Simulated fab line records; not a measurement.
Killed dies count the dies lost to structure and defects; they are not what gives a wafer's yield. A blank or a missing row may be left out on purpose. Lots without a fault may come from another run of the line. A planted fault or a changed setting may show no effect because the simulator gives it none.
Chamber matching / flow nandHarc / 4 sister chambers for NHARC_P_STI_ETCH_42 on rieDiel-11
The step etches the open film in N2/H2, target depth 80 nm, overetch 24 nm, time 61 s. 8 wafers are shown with their chamber, then 7 later ones without.

== EACH WAFER AND ITS CHAMBER ==
wafer=L936.5; chamber=1; showerheadPlenumPTorr (Torr)=2.06; drypumpMotorCurrentA (A)=5.4
wafer=L947.3; chamber=2; showerheadPlenumPTorr (Torr)=2.02; drypumpMotorCurrentA (A)=5.7
wafer=L947.5; chamber=2; showerheadPlenumPTorr (Torr)=2.02; drypumpMotorCurrentA (A)=5.7
wafer=L949.1; chamber=3; showerheadPlenumPTorr (Torr)=2.07; drypumpMotorCurrentA (A)=4.9
wafer=L949.2; chamber=0; showerheadPlenumPTorr (Torr)=1.99; drypumpMotorCurrentA (A)=5.0
wafer=L949.5; chamber=0; showerheadPlenumPTorr (Torr)=1.99; drypumpMotorCurrentA (A)=5.1
wafer=L950.2; chamber=3; showerheadPlenumPTorr (Torr)=2.06; drypumpMotorCurrentA (A)=4.9
wafer=L950.4; chamber=1; showerheadPlenumPTorr (Torr)=2.06; drypumpMotorCurrentA (A)=5.4

== WAFERS WITHOUT THEIR CHAMBER ==
wafer=L950.5; showerheadPlenumPTorr (Torr)=2.06; drypumpMotorCurrentA (A)=4.9
wafer=L951.1; showerheadPlenumPTorr (Torr)=1.99; drypumpMotorCurrentA (A)=5.1
wafer=L951.2; showerheadPlenumPTorr (Torr)=2.06; drypumpMotorCurrentA (A)=4.9
wafer=L951.3; showerheadPlenumPTorr (Torr)=2.02; drypumpMotorCurrentA (A)=5.7
wafer=L953.3; showerheadPlenumPTorr (Torr)=2.06; drypumpMotorCurrentA (A)=5.4
wafer=L953.4; showerheadPlenumPTorr (Torr)=1.99; drypumpMotorCurrentA (A)=5.0
wafer=L953.5; showerheadPlenumPTorr (Torr)=2.02; drypumpMotorCurrentA (A)=5.7

== WHICH CHAMBER EACH WENT THROUGH ==
wafer=L950.5; from the rows above=3; in truth=3
wafer=L951.1; from the rows above=0; in truth=0
wafer=L951.2; from the rows above=3; in truth=3
wafer=L951.3; from the rows above=2; in truth=2
wafer=L953.3; from the rows above=1; in truth=1
wafer=L953.4; from the rows above=0; in truth=0
wafer=L953.5; from the rows above=2; in truth=2
Placed correctly: 7 of 7. Left unplaced by these rows: 0. Wrongly placed: 0.
How it was worked out, from the rows above alone: a wafer's distance from a chamber is the root of the sum, over the readings, of the square of ((its reading less the chamber's mean) divided by the reading's scatter). If the next closest chamber is less than 2 further off than the closest, the wafer can't be placed; otherwise it belongs to the closest. A chamber's mean is the mean of its shown wafers. The scatter: take each reading less its chamber's mean, square it, sum over the shown wafers, divide by the number of wafers less the number of chambers, and take the root.
